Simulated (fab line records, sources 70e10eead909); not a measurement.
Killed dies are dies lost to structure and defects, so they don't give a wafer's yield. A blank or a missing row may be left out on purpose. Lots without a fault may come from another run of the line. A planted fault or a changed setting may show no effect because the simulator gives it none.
Which tool did it? | flow nand_harc | 11 lots, 33 wafers sampled, at 5 steps of a route of 1159

WHAT THE GAUGES READ, wafer by wafer
NHARC_END_SORT_01.
lot  | measured     | on        | killed_dies
L357 | day 20 04:00 | prober-02 | 20 18 26
L358 | day 20 10:59 | prober-02 | 14 17 14
L359 | day 20 19:39 | prober-02 | 32 41 46
L362 | day 21 04:19 | prober-02 | 32 35 25
L365 | day 21 19:50 | prober-02 | 31 28 46
L364 | day 21 19:04 | prober-01 | 28 34 28
L368 | day 22 04:17 | prober-02 | 677 677 677
L366 | day 22 15:07 | prober-02 | 677 677 677
L370 | day 23 08:08 | prober-02 | 38 31 47
L376 | day 24 09:05 | prober-02 | 39 35 31
L377 | day 24 07:37 | prober-01 | 36 32 41

WHICH TOOL RAN EACH LOT (tool, then ch and the chambers of the sampled wafers, then the start)
lot  | NHARC_A_STAIRCASE_TRIM_226                    | NHARC_A_STAIRCASE_TRIM_233         | NHARC_A_STAIRCASE_TRIM_235                    | NHARC_A_STAIRCASE_ETCH_236
L357 | rie_diel-04 ch 1,2,3, day 11 16:05 or earlier | rie_diel-04 ch 0,3, day 11 16:05   | rie_diel-04 ch 1,3, day 20 04:00 or earlier   | rie_diel-04 ch 0,1, day 20 04:00 or earlier
L358 | rie_diel-02 ch 0,1,2, day 12 01:20 or earlier | rie_diel-02 ch 0,1,3, day 12 01:20 | rie_diel-02 ch 0,1,2, day 20 10:59 or earlier | rie_diel-02 ch 1,2,3, day 20 10:59 or earlier
L359 | rie_diel-13 ch 0,1, day 12 01:29 or earlier   | rie_diel-04 ch 0,3, day 12 01:29   | rie_diel-04 ch 1,2,3, day 20 19:39 or earlier | rie_diel-04 ch 0,3, day 20 19:39 or earlier
L362 | rie_diel-04 ch 1,2, day 13 02:44 or earlier   | rie_diel-13 ch 1,2,3, day 13 02:44 | rie_diel-13 ch 0,1, day 21 04:19 or earlier   | rie_diel-13 ch 0,1, day 21 04:19 or earlier
L365 | rie_diel-04 ch 0,1,2, day 13 17:35 or earlier | rie_diel-04 ch 0,2,3, day 13 17:35 | rie_diel-04 ch 0,1,2, day 21 19:50 or earlier | rie_diel-04 ch 0,1,2, day 21 19:50 or earlier
L364 | rie_diel-02 ch 0,1,2, day 13 17:59 or earlier | rie_diel-13 ch 1,3, day 13 17:59   | rie_diel-13 ch 0,2, day 21 19:04 or earlier   | rie_diel-13 ch 0,2,3, day 21 19:04 or earlier
L368 | rie_diel-04 ch 0,1,2, day 14 11:49 or earlier | rie_diel-04 ch 0,2,3, day 14 11:49 | rie_diel-04 ch 2,3, day 22 04:17 or earlier   | rie_diel-04 ch 0,1, day 22 04:17 or earlier
L366 | rie_diel-13 ch 0,3, day 14 20:37 or earlier   | rie_diel-04 ch 0,1,3, day 14 20:37 | rie_diel-04 ch 1,3, day 22 15:07 or earlier   | rie_diel-04 ch 0,3, day 22 15:07 or earlier
L370 | rie_diel-02 ch 0,1,3, day 15 05:11 or earlier | rie_diel-02 ch 0,1, day 15 05:11   | rie_diel-02 ch 0,2,3, day 23 08:08 or earlier | rie_diel-02 ch 0,1,2, day 23 08:08 or earlier
L376 | rie_diel-02 ch 0,2,3, day 16 08:22 or earlier | rie_diel-02 ch 0,1,2, day 16 08:22 | rie_diel-02 ch 2,3, day 24 09:05 or earlier   | rie_diel-02 ch 0,3, day 24 09:05 or earlier
L377 | rie_diel-13 ch 0,1,3, day 16 09:54 or earlier | rie_diel-02 ch 1,2,3, day 16 09:54 | rie_diel-02 ch 0,1,3, day 24 07:37 or earlier | rie_diel-02 ch 0,1,3, day 24 07:37 or earlier
- NHARC_A_STAIRCASE_TRIM_226: chemistry O2, time 211.2 s.
- NHARC_A_STAIRCASE_TRIM_233: chemistry O2, time 211.2 s.
- NHARC_A_STAIRCASE_TRIM_235: chemistry O2, time 211.2 s.
- NHARC_A_STAIRCASE_ETCH_236: etches the open film in C4F8/O2, target depth 100 nm, time 40.5 s.

THE ANSWER, worked out from the rows above alone
Rule: what is usual is taken from the lots themselves. Put in order of their means at a reading, lots are off if they are a third of the lots or fewer, leave a main group of 4 or more, and stand apart from it by a gap of 3 or more times the standard deviation of the main group's means; of several such gaps the widest counts. A main group whose means are all the same, to the digits that the tables above print for the reading, isn't used. A lot without any number at a reading at which 4 lots or more have one is off too. The other lots that the step has rows for count as sound.
Off: L368, L366, at NHARC_END_SORT_01 (killed_dies). The main group: mean 31, standard deviation 7.8.
A tool fits if, at a process step before that reading, it ran every lot that is off, and no sound lot after the first of them. The gauges at NHARC_END_SORT_01 are tried like those tools. NHARC_A_STAIRCASE_TRIM_226 gives no start for some lots, so the hours and the order of its lots are those of NHARC_A_STAIRCASE_TRIM_233. NHARC_A_STAIRCASE_TRIM_235 gives no start for some lots, so the hours and the order of its lots are those of NHARC_END_SORT_01. NHARC_A_STAIRCASE_ETCH_236 gives no start for some lots, so the hours and the order of its lots are those of NHARC_END_SORT_01. One fits: rie_diel-04 at NHARC_A_STAIRCASE_TRIM_233 and NHARC_A_STAIRCASE_TRIM_235 and NHARC_A_STAIRCASE_ETCH_236. At NHARC_A_STAIRCASE_TRIM_233 its last sound lot is L365 (day 13 17:35), its first lot that is off L368 (day 14 11:49): a fault that began between those two fits.

WHAT THE SIMULATOR HAD PUT IN
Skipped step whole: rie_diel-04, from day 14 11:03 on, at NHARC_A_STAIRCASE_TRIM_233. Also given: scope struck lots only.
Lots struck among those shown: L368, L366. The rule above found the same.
